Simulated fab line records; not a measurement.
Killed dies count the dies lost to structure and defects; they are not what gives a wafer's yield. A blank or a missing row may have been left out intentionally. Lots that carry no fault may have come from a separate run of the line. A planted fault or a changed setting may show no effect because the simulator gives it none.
Matching of chambers    flow n5 finfet    cvd co-02 running N5_BEOL_M0_PRE_CLEAN_131: 3 sister chambers
The step time 15 s. 6 wafers are shown with their chamber, then 11 later ones without.

== EACH WAFER AND ITS CHAMBER ==
wafer   chamber  heater power w (W)
L086.3  1        87
L087.2  2        66
L087.6  1        87
L088.5  0        82
L088.6  2        66
L090.2  0        83

== WAFERS WITHOUT THEIR CHAMBER ==
wafer   heater power w (W)
L090.3  66
L090.4  87
L094.1  86
L094.2  67
L094.3  80
L096.3  88
L096.5  87
L096.6  82
L097.1  83
L097.5  81
L097.6  67

== EACH ONE'S CHAMBER ==
wafer   from the rows above  in truth
L090.3  2                    2
L090.4  1                    1
L094.1  1                    1
L094.2  2                    2
L094.3  0                    0
L096.3  1                    1
L096.5  1                    1
L096.6  0                    0
L097.1  0                    0
L097.5  0                    0
L097.6  2                    2
11 of 11 placed correctly. Number that these rows cannot place: 0. Wrongly placed: 0.
How it was worked out, from the rows above alone: a wafer's distance from a chamber is the root of the sum, over the readings, of the square of ((its reading less the chamber's mean) divided by the reading's scatter). If the next closest chamber is less than 2 further off than the closest, the wafer can't be placed; otherwise it belongs to the closest. The mean given for a chamber averages the wafers shown for that chamber. The scatter: the root of (the sum of the squares of (reading less its chamber's mean) over the shown wafers, divided by (wafers less chambers)).
